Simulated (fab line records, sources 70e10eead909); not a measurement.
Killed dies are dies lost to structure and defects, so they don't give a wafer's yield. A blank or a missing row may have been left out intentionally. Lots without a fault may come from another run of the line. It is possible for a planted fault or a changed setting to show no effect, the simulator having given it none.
A sampling plan put to the test | flow nand-harc | one fab line, 41 faults that these records tell of, each judged on the records of the lots that it struck; 1 more is left out, because the records don't allow judging it
Plan = the line's own looks (route steps where a gauge or an inspection reads the wafer without altering it). A look is open to judgement when struck wafers have a number at it and the file gives its usual mean and standard deviation on fault-free wafers. Caught: at a look after the fault's first step, the mean of the struck wafers lies 4 or more of those standard deviations (sigma) from the usual mean. On the tool: the test repeated on the tool's own readings taken at the fault's steps. A different recipe on the struck wafers counts as caught too, as does a record blank only for those wafers.

## THE FAULTS, as the simulator had put them in
1. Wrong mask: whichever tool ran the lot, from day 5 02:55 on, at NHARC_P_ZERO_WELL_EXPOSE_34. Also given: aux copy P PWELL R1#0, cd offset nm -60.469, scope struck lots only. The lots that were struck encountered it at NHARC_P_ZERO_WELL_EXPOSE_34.
2. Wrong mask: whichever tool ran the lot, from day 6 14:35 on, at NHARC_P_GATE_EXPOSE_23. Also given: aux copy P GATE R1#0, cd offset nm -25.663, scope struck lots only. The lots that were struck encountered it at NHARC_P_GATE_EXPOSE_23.
3. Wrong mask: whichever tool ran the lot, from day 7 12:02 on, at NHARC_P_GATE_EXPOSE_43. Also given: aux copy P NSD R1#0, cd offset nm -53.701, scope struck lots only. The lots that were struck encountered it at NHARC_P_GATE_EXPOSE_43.
4. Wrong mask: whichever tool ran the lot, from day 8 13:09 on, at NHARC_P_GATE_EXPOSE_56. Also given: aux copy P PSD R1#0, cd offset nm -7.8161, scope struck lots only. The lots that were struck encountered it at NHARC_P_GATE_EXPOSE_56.
5. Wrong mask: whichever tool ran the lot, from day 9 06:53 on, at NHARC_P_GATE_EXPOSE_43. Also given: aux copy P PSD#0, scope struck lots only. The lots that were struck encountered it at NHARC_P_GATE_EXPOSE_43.
6. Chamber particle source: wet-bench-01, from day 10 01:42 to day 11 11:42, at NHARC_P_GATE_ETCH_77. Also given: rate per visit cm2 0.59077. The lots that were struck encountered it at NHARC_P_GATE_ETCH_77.
7. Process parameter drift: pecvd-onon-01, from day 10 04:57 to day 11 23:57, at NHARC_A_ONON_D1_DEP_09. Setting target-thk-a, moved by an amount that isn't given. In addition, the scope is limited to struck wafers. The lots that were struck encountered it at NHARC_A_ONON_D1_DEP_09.
8. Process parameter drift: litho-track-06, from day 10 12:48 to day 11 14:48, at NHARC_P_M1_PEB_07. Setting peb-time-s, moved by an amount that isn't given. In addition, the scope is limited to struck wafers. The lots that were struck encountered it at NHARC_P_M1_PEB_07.
9. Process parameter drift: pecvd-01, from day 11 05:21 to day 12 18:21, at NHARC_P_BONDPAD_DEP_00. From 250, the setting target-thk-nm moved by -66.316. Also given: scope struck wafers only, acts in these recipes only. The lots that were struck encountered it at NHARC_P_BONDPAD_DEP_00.
10. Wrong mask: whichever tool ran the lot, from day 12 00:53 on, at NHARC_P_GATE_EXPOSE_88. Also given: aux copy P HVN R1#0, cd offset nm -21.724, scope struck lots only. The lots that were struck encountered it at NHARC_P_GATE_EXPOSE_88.
11. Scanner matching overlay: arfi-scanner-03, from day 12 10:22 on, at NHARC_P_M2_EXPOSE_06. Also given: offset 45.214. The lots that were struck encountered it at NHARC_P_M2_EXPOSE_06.
12. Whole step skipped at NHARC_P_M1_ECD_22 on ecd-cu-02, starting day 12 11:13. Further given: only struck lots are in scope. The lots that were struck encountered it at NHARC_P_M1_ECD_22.
13. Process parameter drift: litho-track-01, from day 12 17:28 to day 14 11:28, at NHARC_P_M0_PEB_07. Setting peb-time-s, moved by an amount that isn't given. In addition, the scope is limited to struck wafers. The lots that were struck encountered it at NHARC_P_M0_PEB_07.
14. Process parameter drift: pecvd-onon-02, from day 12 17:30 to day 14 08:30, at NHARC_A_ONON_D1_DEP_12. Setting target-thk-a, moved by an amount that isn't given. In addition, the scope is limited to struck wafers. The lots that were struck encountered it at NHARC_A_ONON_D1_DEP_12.
15. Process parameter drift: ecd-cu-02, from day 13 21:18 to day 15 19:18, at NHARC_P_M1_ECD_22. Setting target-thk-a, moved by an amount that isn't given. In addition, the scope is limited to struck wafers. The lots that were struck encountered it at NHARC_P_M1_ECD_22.
16. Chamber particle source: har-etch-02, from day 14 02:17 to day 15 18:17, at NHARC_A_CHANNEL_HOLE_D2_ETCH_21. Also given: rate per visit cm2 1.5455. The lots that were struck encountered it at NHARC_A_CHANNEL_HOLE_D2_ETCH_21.
17. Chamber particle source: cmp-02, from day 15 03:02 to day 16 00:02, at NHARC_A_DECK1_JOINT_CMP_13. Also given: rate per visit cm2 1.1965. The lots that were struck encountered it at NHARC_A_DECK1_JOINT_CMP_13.
18. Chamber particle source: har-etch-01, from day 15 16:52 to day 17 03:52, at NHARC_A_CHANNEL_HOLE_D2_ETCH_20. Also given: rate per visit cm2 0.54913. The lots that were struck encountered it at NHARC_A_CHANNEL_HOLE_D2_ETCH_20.
19. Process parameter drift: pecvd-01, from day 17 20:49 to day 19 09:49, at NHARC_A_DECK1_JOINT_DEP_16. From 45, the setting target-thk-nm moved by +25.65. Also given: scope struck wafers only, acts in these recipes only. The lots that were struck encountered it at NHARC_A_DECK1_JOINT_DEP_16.
20. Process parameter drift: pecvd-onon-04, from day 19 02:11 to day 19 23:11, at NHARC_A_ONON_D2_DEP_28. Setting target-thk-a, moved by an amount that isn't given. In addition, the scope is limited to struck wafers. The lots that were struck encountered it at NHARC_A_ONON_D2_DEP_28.
21. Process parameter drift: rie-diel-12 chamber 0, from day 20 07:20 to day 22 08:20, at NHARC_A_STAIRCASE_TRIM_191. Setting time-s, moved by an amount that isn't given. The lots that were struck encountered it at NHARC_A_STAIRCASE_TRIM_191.
22. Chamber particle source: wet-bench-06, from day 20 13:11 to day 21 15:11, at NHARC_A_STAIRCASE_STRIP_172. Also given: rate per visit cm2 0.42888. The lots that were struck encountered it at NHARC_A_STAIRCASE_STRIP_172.
23. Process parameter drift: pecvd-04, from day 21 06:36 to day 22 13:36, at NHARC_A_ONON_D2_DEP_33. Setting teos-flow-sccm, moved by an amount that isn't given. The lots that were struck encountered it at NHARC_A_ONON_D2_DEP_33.
24. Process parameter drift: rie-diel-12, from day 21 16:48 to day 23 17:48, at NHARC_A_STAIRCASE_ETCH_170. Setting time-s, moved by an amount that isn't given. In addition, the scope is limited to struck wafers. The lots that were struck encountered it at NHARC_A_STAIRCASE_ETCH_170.
25. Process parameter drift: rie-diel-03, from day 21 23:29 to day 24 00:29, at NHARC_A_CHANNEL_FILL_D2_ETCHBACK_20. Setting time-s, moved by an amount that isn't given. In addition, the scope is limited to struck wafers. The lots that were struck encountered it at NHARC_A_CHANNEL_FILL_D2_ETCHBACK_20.
26. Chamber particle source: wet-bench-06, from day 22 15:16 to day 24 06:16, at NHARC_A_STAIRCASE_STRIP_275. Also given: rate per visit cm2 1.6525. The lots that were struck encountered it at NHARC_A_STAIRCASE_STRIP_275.
27. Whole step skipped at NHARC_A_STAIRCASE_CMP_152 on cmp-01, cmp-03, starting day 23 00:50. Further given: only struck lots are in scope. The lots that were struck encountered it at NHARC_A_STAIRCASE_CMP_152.
28. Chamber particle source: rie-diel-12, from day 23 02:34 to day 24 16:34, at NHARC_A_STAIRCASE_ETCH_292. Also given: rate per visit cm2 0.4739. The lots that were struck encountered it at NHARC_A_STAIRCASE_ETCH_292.
29. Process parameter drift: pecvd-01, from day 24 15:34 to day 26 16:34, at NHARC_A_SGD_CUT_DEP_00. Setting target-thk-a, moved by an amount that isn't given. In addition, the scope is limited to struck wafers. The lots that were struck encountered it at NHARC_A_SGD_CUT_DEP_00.
30. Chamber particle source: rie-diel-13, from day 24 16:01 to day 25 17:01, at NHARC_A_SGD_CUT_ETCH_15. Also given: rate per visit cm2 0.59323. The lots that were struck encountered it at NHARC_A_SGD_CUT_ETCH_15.
31. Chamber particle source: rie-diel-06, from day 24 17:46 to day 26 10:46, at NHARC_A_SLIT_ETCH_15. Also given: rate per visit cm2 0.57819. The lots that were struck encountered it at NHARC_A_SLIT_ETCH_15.
32. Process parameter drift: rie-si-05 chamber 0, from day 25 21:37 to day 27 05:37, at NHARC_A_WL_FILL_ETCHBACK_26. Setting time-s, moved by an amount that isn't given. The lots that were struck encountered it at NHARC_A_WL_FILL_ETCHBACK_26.
33. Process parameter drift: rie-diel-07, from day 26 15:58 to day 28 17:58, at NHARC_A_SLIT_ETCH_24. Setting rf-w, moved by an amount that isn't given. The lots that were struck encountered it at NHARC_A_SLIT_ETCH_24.
34. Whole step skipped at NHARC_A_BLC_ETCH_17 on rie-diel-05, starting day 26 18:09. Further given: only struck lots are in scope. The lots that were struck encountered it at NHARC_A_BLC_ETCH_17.
35. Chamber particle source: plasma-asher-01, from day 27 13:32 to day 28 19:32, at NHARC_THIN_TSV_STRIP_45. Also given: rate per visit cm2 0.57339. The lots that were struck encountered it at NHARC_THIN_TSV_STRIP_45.
36. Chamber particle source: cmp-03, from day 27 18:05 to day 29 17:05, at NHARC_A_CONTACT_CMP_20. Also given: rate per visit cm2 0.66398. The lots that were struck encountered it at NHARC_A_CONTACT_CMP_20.
37. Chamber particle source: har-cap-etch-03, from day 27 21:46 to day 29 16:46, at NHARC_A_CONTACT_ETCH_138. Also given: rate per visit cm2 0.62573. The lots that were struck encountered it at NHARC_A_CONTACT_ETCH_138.
38. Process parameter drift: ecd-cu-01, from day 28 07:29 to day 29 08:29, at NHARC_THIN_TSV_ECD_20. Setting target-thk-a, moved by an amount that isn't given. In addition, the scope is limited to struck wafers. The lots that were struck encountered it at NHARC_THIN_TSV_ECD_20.
39. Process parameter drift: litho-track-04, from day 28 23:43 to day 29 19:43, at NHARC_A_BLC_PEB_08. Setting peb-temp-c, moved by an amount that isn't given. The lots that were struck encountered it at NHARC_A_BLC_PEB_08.
40. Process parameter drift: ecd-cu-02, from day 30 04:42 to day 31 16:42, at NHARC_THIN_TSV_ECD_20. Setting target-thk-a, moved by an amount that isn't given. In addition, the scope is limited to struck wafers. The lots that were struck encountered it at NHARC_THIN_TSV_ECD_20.
41. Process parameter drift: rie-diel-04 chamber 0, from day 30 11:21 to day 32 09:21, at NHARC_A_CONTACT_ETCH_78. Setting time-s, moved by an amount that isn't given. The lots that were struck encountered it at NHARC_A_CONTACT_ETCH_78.

## WHAT THE PLAN SAW
fault | on the tool itself                               | first look that catches it                      | reading, sigma                                        | median hours from its first step to that look | hours from the fault's start to the first struck lot there | judged looks passed uncaught
1     | under 2 sigma                                    | NHARC_P_ZERO_WELL_CD_MEAS_37                    | cd-nm -37                                             | 0.2                                           | 5                                                          | 0
2     | under 2 sigma                                    | NHARC_P_GATE_CD_MEAS_26                         | cd-nm -49                                             | 0.1                                           | 6                                                          | 0
3     | no reading that can be judged                    | NHARC_P_GATE_CD_MEAS_46                         | cd-nm -44                                             | 0.1                                           | 4                                                          | 0
4     | under 2 sigma                                    | NHARC_P_GATE_CD_MEAS_59                         | cd-nm -8.7                                            | 0.2                                           | 7                                                          | 0
5     | no reading that can be judged                    | NHARC_END_SORT_01                               | killed-at-periphery +99 or beyond                     | 455.6                                         | 459                                                        | 0
6     | no reading that can be judged                    | NHARC_P_GATE_INSPECT_68                         | raw-defect-count +5.3                                 | 1.1                                           | 9                                                          | 0
7     | under 2 sigma                                    | NHARC_A_ONON_D1_THK_MEAS_11                     | thk-nm +4.2                                           | 0.5                                           | 9                                                          | 0
8     | heater-power-total-W +99 or beyond sigma         | NHARC_P_M1_CD_MEAS_09                           | cd-nm -99 or beyond                                   | 0.1                                           | 8                                                          | 0
9     | under 2 sigma                                    | NHARC_P_BONDPAD_THK_MEAS_33                     | thk-nm -11                                            | 0.6                                           | 33                                                         | 0
10    | no reading that can be judged                    | NHARC_P_GATE_CD_MEAS_91                         | cd-nm -20                                             | 0.2                                           | 2                                                          | 0
11    | under 2 sigma                                    | NHARC_P_M2_OVL_MEAS_10                          | overlay-x-nm +49                                      | 0.2                                           | 1                                                          | 0
12    | the tool's record is blank for the struck wafers | NHARC_P_M1_THK_MEAS_24                          | thk-nm -99 or beyond                                  | 1.0                                           | 4                                                          | 0
13    | heater-power-total-W +66 sigma                   | NHARC_P_M0_CD_MEAS_09                           | cd-nm -17                                             | 0.1                                           | 38                                                         | 0
14    | under 2 sigma                                    | NHARC_A_ONON_D1_THK_MEAS_14                     | thk-nm +59                                            | 0.4                                           | 8                                                          | 0
15    | no reading that can be judged                    | not the one look that can be judged after it    | -                                                     | -                                             | -                                                          | 1
16    | under 2 sigma                                    | NHARC_A_CHANNEL_HOLE_D2_INSPECT_40              | raw-defect-count +14                                  | 5.3                                           | 13                                                         | 0
17    | under 2 sigma                                    | NHARC_END_SORT_01                               | killed-at-array +24                                   | 314.7                                         | 319                                                        | 1
18    | under 2 sigma                                    | NHARC_A_CHANNEL_HOLE_D2_INSPECT_40              | raw-defect-count +4.9                                 | 5.6                                           | 21                                                         | 0
19    | under 2 sigma                                    | NHARC_A_DECK1_JOINT_THK_MEAS_17                 | thk-nm +22                                            | 0.2                                           | 13                                                         | 0
20    | under 2 sigma                                    | NHARC_A_ONON_D2_THK_MEAS_30                     | thk-nm +4.5                                           | 0.4                                           | 4                                                          | 0
21    | run-length-s +99 or beyond sigma                 | NHARC_END_SORT_01                               | killed-at-array +36                                   | 211.0                                         | 251                                                        | 0
22    | no reading that can be judged                    | none of the 2 looks that can be judged after it | strongest: killed-at-array at NHARC_END_SORT_01, +3.6 | -                                             | -                                                          | 2
23    | mfc-precursor-sccm +33 sigma                     | NHARC_A_ONON_D2_THK_MEAS_34                     | thk-nm +6.5                                           | 0.4                                           | 15                                                         | 0
24    | run-length-s -25 sigma                           | NHARC_END_SORT_01                               | killed-dies +36                                       | 218.6                                         | 226                                                        | 0
25    | run-length-s -11 sigma                           | NHARC_END_SORT_01                               | killed-dies +35                                       | 240.3                                         | 279                                                        | 0
26    | no reading that can be judged                    | NHARC_END_SORT_01                               | killed-dies +4.3                                      | 192.3                                         | 200                                                        | 0
27    | the tool's record is blank for the struck wafers | NHARC_END_SORT_01                               | killed-at-array +36                                   | 126.9                                         | 129                                                        | 0
28    | under 2 sigma                                    | not the one look that can be judged after it    | strongest: killed-at-array at NHARC_END_SORT_01, +3.6 | -                                             | -                                                          | 1
29    | under 2 sigma                                    | NHARC_END_SORT_01                               | killed-at-array +21                                   | 129.3                                         | 140                                                        | 0
30    | under 2 sigma                                    | not the one look that can be judged after it    | strongest: killed-at-array at NHARC_END_SORT_01, +3.6 | -                                             | -                                                          | 1
31    | under 2 sigma                                    | NHARC_A_SIN_REMOVE_INSPECT_04                   | raw-defect-count +4.1                                 | 12.3                                          | 34                                                         | 0
32    | run-length-s -28 sigma                           | NHARC_END_SORT_01                               | killed-dies +36                                       | 82.1                                          | 89                                                         | 0
33    | rf-fwd-power-W +99 or beyond sigma               | not the one look that can be judged after it    | -                                                     | -                                             | -                                                          | 1
34    | the tool's record is blank for the struck wafers | NHARC_END_SORT_01                               | killed-dies +36                                       | 45.7                                          | 50                                                         | 0
35    | under 2 sigma                                    | NHARC_END_SORT_01                               | killed-at-other +47                                   | 20.3                                          | 22                                                         | 1
36    | under 2 sigma                                    | NHARC_A_BLC_INSPECT_12                          | raw-defect-count +12                                  | 1.0                                           | 19                                                         | 1
37    | under 2 sigma                                    | NHARC_END_SORT_01                               | killed-at-array +5.1                                  | 50.3                                          | 59                                                         | 0
38    | no reading that can be judged                    | NHARC_END_SORT_01                               | killed-at-other +99 or beyond                         | 13.7                                          | 14                                                         | 0
39    | plate-temp-C -22 sigma                           | NHARC_A_BLC_CD_MEAS_10                          | cd-nm -22                                             | 0.1                                           | 3                                                          | 0
40    | no reading that can be judged                    | NHARC_END_SORT_01                               | killed-at-other +99 or beyond                         | 11.1                                          | 20                                                         | 0
41    | run-length-s -99 or beyond sigma                 | NHARC_END_SORT_01                               | killed-dies +23                                       | 62.7                                          | 74                                                         | 0
A dash: this means the fault isn't caught or the number doesn't appear in these records.

Caught at a look: 36 of 41. Caught on the tool: 13 of 41. By one or the other: 37 of 41.
Caught on the tool alone: fault 33.
Caught at a look alone: faults 1, 2, 3, 4, 5, 6, 7, 9, 10, 11, 14, 16, 17, 18, 19, 20, 26, 29, 31, 35, 36, 37, 38, 40.
Caught by neither: faults 15, 22, 28, 30.

## THINNER SAMPLING
If the look that catches a fault measured only every second or every third lot, by lot number, the first struck lot would be measured this late in the worst case:
fault | struck lots at that look, in order of time | every lot | every second lot | every third lot
1     | L483                                       | 5 h       | may miss it      | may miss it
2     | L283                                       | 6 h       | may miss it      | may miss it
3     | L660                                       | 4 h       | may miss it      | may miss it
4     | L334                                       | 7 h       | may miss it      | may miss it
5     | L170                                       | 459 h     | may miss it      | may miss it
6     | L228, L229                                 | 9 h       | 11 h             | may miss all 2
7     | L192, L194                                 | 9 h       | may miss all 2   | may miss all 2
8     | L456, L457                                 | 8 h       | 9 h              | may miss all 2
9     | L524, L523                                 | 33 h      | 34 h             | may miss all 2
10    | L511                                       | 2 h       | may miss it      | may miss it
11    | L898                                       | 1 h       | may miss it      | may miss it
12    | L501, L502                                 | 4 h       | 7 h              | may miss all 2
13    | L339                                       | 38 h      | may miss it      | may miss it
14    | L324                                       | 8 h       | may miss it      | may miss it
16    | L434, L436                                 | 13 h      | may miss all 2   | may miss all 2
17    | L806, L808                                 | 319 h     | may miss all 2   | may miss all 2
18    | L195, L196                                 | 21 h      | 34 h             | may miss all 2
19    | L750                                       | 13 h      | may miss it      | may miss it
20    | L780, L782                                 | 4 h       | may miss all 2   | may miss all 2
21    | L875                                       | 251 h     | may miss it      | may miss it
23    | L846, L847                                 | 15 h      | 29 h             | may miss all 2
24    | L574, L578                                 | 226 h     | may miss all 2   | may miss all 2
25    | L282, L283                                 | 279 h     | 287 h            | may miss all 2
26    | L991, L992                                 | 200 h     | 202 h            | may miss all 2
27    | L406, L408                                 | 129 h     | may miss all 2   | may miss all 2
29    | L695, L696, L699                           | 140 h     | 149 h            | may miss all 3
31    | L241, L243                                 | 34 h      | may miss all 2   | may miss all 2
32    | L735                                       | 89 h      | may miss it      | may miss it
34    | L343, L344, L345                           | 50 h      | 50 h             | 66 h
35    | L968, L970, L969                           | 22 h      | 39 h             | 39 h
36    | L836, L838                                 | 19 h      | may miss all 2   | may miss all 2
37    | L246, L247                                 | 59 h      | 68 h             | may miss all 2
38    | L506, L508                                 | 14 h      | may miss all 2   | may miss all 2
39    | L804, L805                                 | 3 h       | 6 h              | may miss all 2
40    | L697                                       | 20 h      | may miss it      | may miss it
41    | L423, L424                                 | 74 h      | 82 h             | may miss all 2
Hours are from the fault's start to the first struck lot that is measured. Since the struck wafers were tested as one group against 4 sigma, a single lot by itself may lie under the limit. Other struck lots may not be in these records.

## THE LONGEST TIMED WAY FROM STEP TO LOOK
Fault 5: median gap of 455.6 hours between NHARC_P_GATE_EXPOSE_43 and NHARC_END_SORT_01. No look between them can be judged.
